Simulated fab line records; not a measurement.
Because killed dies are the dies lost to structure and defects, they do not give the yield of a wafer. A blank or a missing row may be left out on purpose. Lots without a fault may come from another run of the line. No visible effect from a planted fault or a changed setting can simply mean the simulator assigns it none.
A struck lot beside a sound one | flow nand-harc | 41 out of 1302 route steps
Sound: these wafers, L180.2, L180.4, L180.6. Struck: wafer L190.5; the same lot's L190.6 was not struck, so it is left out; see the end for the cause.
Per side, at each step with rows, come the tool, then ch with its chambers, and then its first start. Under that, the readings that differ: sound wafers | struck wafers | difference of the means | sigmas: that difference in standard deviations of wafers without a fault.
alike: readings with means less than 2 such deviations apart, plus words and numbers identical on both sides. not compared: withheld readings, readings lacking a value on some wafer, bounds such as >300 that could conceal the same value, and numbers that have no deviation in the record and whose values overlap.
A row with sigmas, a row that says differs or no value, or rows on one side alone: a step with any of these is where the two part. Numbers that don't overlap but have no deviation are shown without sigmas and don't part them. A reading missing from all wafers of one side parts the sides only when that side holds two or more wafers.

first, 7 steps without rows for these wafers: NHARC_P_M0_COAT_33 (time 65 s); NHARC_P_M0_COAT_03 (resist thk 90 nm); NHARC_P_M0_SOFTBAKE_04 (time 55 s); NHARC_P_M0_EBR_05; NHARC_P_M0_EXPOSE_06 (exposes mask P M0, target cd 90 nm); NHARC_P_M0_PEB_07 (peb time 65 s); NHARC_P_M0_DEVELOP_08 (develop time 35 s).
NHARC_P_M0_CD_MEAS_09: target cd 90 nm.
  sound on cd-sem-01 ch 0, day 7 14:38; struck on cd-sem-03 ch 0, day 12 03:08
  alike: cd-nm
NHARC_P_M0_OVL_MEAS_10: pitch 180 nm.
  sound on overlay-01 at day 7 14:43; struck on overlay-01 at day 12 03:13
  alike: overlay-x-nm, overlay-y-nm
NHARC_P_M0_INSPECT_11:
  sound on defect-inspect-01 at day 7 14:45; struck on defect-inspect-01 at day 12 03:15
  reading          | sound   | struck | difference | sigmas
  raw-defect-count | 8 11 10 | 1      | -9         | -3
NHARC_P_M0_DESCUM_14: chemistry O2, time 3 s.
  sound on rie-diel-05 ch 1,2,3, day 7 14:50; struck on rie-diel-01 ch 3, day 12 03:20
  reading            | sound             | struck | difference | sigmas
  mfc-ar-sccm (sccm) | 0.023 0.015 0.027 | 0      | +0         | -2
  alike: drypump-motor-current-A, o2-flow-sccm, oes-product-au, rf-vpp-V, showerhead-plenum-p-Torr, throttle-valve-pct
  not compared: rf-hours-counter-h
then, 1 step without rows for these wafers: NHARC_P_M0_ETCH_34 (etches the open film in N2/H2, target depth 40 nm, overetch 12 nm, time 43.94 s).
NHARC_P_M0_ETCH_15: etches the open film in C4F8/Ar, target depth 150 nm, overetch 15 nm, time 82.5 s.
  sound on rie-diel-05 ch 0,2,3, day 7 15:04; struck on rie-diel-01 ch 2, day 12 03:31
  reading      | sound             | struck | difference | sigmas
  rf-vpp-V (V) | 441.8 436.1 439.8 | 444.5  | +5.3       | +3
  alike: oes-product-au
  not compared: rf-hours-counter-h
NHARC_P_M0_CD_MEAS_16:
  sound on cd-sem-01 at day 7 15:11; struck on cd-sem-03 at day 12 03:37
  alike: cd-nm
then, 3 steps without rows for these wafers: NHARC_P_M0_STRIP_18 (strips in N2/H2); NHARC_P_M0_STRIP_19 (strips in post etch residue remover, time 600 s); NHARC_P_M0_DEGAS_28 (time 60 s).
NHARC_P_M0_PRE_CLEAN_29: time 30 s.
  sound on pvd-sputter-01; struck on pvd-sputter-01
  alike: heater-power-w
NHARC_P_M0_PVD_20: deposits TaN, target thk 5 nm, time 8.06 s.
  sound on pvd-sputter-01; struck on pvd-sputter-01
  alike: throttle-valve-pct
NHARC_P_M0_PVD_21: deposits Cu, target thk 30 nm, time 20.49 s.
  sound on pvd-sputter-01; struck on pvd-sputter-01
  alike: throttle-valve-pct
then, 3 steps without rows for these wafers: NHARC_P_M0_ECD_22 (material Cu, target thk 400 nm); NHARC_P_M0_ANNEAL_30 (time 90 s); NHARC_P_M0_CMP_23 (polishes, t overpolish 20 s, target thk 117.54 nm).
NHARC_P_M0_THK_MEAS_24: measures by xrf.
  sound on film-metro-01 at day 7 17:15; struck on film-metro-01 at day 12 05:40
  alike: thk-nm
next, for these wafers, 1 step has no rows: NHARC_P_M0_SRD_25.
NHARC_P_M0_PRE_CLEAN_31: time 12 s.
  sound on pecvd-01 ch 1,2, day 7 17:29; struck on pecvd-02 ch 1, day 12 05:56
  alike: heater-power-w
then, 11 steps without rows for these wafers: NHARC_P_M0_DEP_32 (deposits SiCN, target thk 30 nm); NHARC_P_M1_DEP_00 (deposits SiOC, target thk 182.5 nm); NHARC_P_M1_DEHYDRATE_01 (time 120 s); NHARC_P_M1_HMDS_02 (time 30 s); NHARC_P_M1_COAT_34 (time 65 s); NHARC_P_M1_COAT_03 (resist thk 90 nm); NHARC_P_M1_SOFTBAKE_04 (time 55 s); NHARC_P_M1_EBR_05; NHARC_P_M1_EXPOSE_06 (exposes mask P M1, target cd 130 nm); NHARC_P_M1_PEB_07 (peb time 65 s); NHARC_P_M1_DEVELOP_08 (develop time 35 s).
NHARC_P_M1_CD_MEAS_09: target cd 130 nm.
  sound on cd-sem-02 ch 0, day 7 18:41; struck on cd-sem-01 ch 0, day 12 07:22
  alike: cd-nm
NHARC_P_M1_OVL_MEAS_10: pitch 260 nm.
  sound on overlay-01 at day 7 18:46; struck on overlay-02 at day 12 07:27
  alike: overlay-x-nm, overlay-y-nm
NHARC_P_M1_DESCUM_14: chemistry O2, time 3 s.
  sound on rie-diel-10 ch 1,2, day 7 18:52; struck on rie-diel-13 ch 1, day 12 10:47
  reading                     | sound       | struck                   | difference                   | sigmas
  hold                        | - - -       | await-dispo/3.0h/release | no value on the sound wafers |
  drypump-motor-current-A (A) | 5.0 5.3 5.3 | 6.6                      | +1.4                         | +3
  alike: mfc-ar-sccm, o2-flow-sccm, oes-product-au, rf-vpp-V, showerhead-plenum-p-Torr, throttle-valve-pct
  not compared: rf-hours-counter-h
-- the record jumps here: 18 days lie between the struck wafers' starts before and after (it left off in module P_M1 and takes up again in module END, whose first step shown is number 1302 of the route) --
NHARC_END_SORT_01:
  sound on prober-01 ch 0, day 25 19:31; struck on prober-01 ch 0, day 30 11:47
  reading             | sound | struck | difference | sigmas
  killed-at-periphery | 5 8 6 | 69     | +63        | +23
  alike: defect-limited-yield, killed-at-array, killed-at-other, killed-dies, killed-open, killed-short

## WHERE THEY PART
Last at NHARC_END_SORT_01 as far as this record goes, first at NHARC_P_M0_INSPECT_11.

WHY: the cause the simulator had injected
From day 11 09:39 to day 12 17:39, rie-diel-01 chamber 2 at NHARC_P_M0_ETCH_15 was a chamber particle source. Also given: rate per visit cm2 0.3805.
